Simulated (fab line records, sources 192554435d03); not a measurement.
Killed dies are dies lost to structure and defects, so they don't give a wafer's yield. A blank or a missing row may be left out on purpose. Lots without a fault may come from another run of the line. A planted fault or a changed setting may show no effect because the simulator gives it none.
Split-lot experiment | flow n5_finfet | 7 lots, 21 wafers read, on a route of 1938 steps

THE SPLIT
At N5_BEOL_M7_EXPOSE_25 (exposes mask V6, target cd 40 nm), the setting dose_mj was moved away from the recipe's 42.5 on 9 of the 21 wafers read, by -6.0% to +5.4%. The other wafers ran this setting at the recipe's value.

FROM THE SPLIT TO THE READING: what the file shows between them, 2 steps
- N5_BEOL_M7_PEB_26: peb time 60 s
- N5_BEOL_M7_DEVELOP_27: develop time 30 s

THE READING
cd_nm, in nm, at N5_BEOL_M7_CD_MEAS_28 (target cd 40 nm). Fault-free wafers of this fab line usually give 39.94 nm, standard deviation 0.26 nm.

wafer  | tool, chamber at the split | dose_mj as run | against the recipe | cd_nm, nm | against lot-mates on the recipe
L074.4 | euv_scanner-02, 0          | 42.5           | recipe             | 39.31     | -
L074.5 | euv_scanner-02, 0          | 44.13          | +3.8%              | 40.62     | +1.31
L074.6 | euv_scanner-02, 0          | 44.13          | +3.8%              | 40.25     | +0.94
L075.2 | euv_scanner-01, 0          | 40.63          | -4.4%              | 38.81     | -1.44
L075.4 | euv_scanner-01, 0          | 42.5           | recipe             | 40.25     | -
L075.6 | euv_scanner-01, 0          | 40.63          | -4.4%              | 39.22     | -1.03
L078.2 | euv_scanner-02, 0          | 42.5           | recipe             | 39.53     | -
L078.3 | euv_scanner-02, 0          | 39.97          | -6.0%              | 38.57     | -1.35
L078.5 | euv_scanner-02, 0          | 42.5           | recipe             | 40.31     | -
L080.4 | euv_scanner-02, 0          | 42.5           | recipe             | 40.39     | -
L080.5 | euv_scanner-02, 0          | 42.5           | recipe             | 39.86     | -
L080.6 | euv_scanner-02, 0          | 42.5           | recipe             | 39.98     | -
L083.2 | euv_scanner-01, 0          | 44.81          | +5.4%              | 41.15     | +1.15
L083.3 | euv_scanner-01, 0          | 42.5           | recipe             | 40.00     | -
L083.4 | euv_scanner-01, 0          | 44.81          | +5.4%              | 40.66     | +0.66
L085.2 | euv_scanner-01, 0          | 42.5           | recipe             | 40.20     | -
L085.3 | euv_scanner-01, 0          | 42.5           | recipe             | 40.13     | -
L085.4 | euv_scanner-01, 0          | 42.5           | recipe             | 40.17     | -
L086.3 | euv_scanner-02, 0          | 42.5           | recipe             | 40.39     | -
L086.5 | euv_scanner-02, 0          | 40.25          | -5.3%              | 39.18     | -1.21
L086.6 | euv_scanner-02, 0          | 40.25          | -5.3%              | 38.79     | -1.60

THE FIT
A straight line over all 21 wafers: cd_nm changes by +0.187 nm for each +1% of dose_mj; r = +0.89; the points scatter about the line by 0.32 nm.
The same after taking each lot's own level away (the mean of its wafers on the recipe; 21 wafers): +0.237 nm for each +1%; r = +0.95; scatter 0.26 nm.
On that fit, the largest move of dose_mj shifts the reading by 1.4 nm.
The lots' own levels span 39.310 to 40.390 nm, that is 4.2 times the standard deviation above.
So the lot-to-lot level changes the slope: the two fits differ.
Check: with one of the wafers moved furthest among these (-6.0%) left out of the fit, the line predicts -1.49 nm for it against its lot-mates. It came out at -1.35 nm against them.

OTHER SPLITS ON THESE WAFERS
These wafers also went through other splits before the reading. Each is held against what the fit with the lots' levels taken away leaves over:
other split on the same wafers | wafers away from the commonest value | r with cd_nm (lot level and that fit taken away)
N5_BEOL_M6_ETCH_61 bias_w      | 12                                   | +0.09
N5_BEOL_M6_COAT_64 spin_rpm    | 6                                    | +0.48

THE WHOLE CHAIN: every reading that the file lists as answering this split, in the file's order
step                  | what it does           | reading                                                        | change (the file's fit)               | r (the file's)
N5_BEOL_M7_CD_MEAS_28 | target cd 40 nm        | cd_nm                                                          | +0.237 nm for each +1% of the setting | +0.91
N5_BEOL_M7_DESCUM_33  | chemistry O2, time 7 s | BEOL_M7.cd_nm (the simulator's own value, which no gauge read) | +0.218 nm for each +1% of the setting | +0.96

THE FILE'S OWN FIT
cd_nm changes by +0.237 nm for each +1% of dose_mj, r = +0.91.
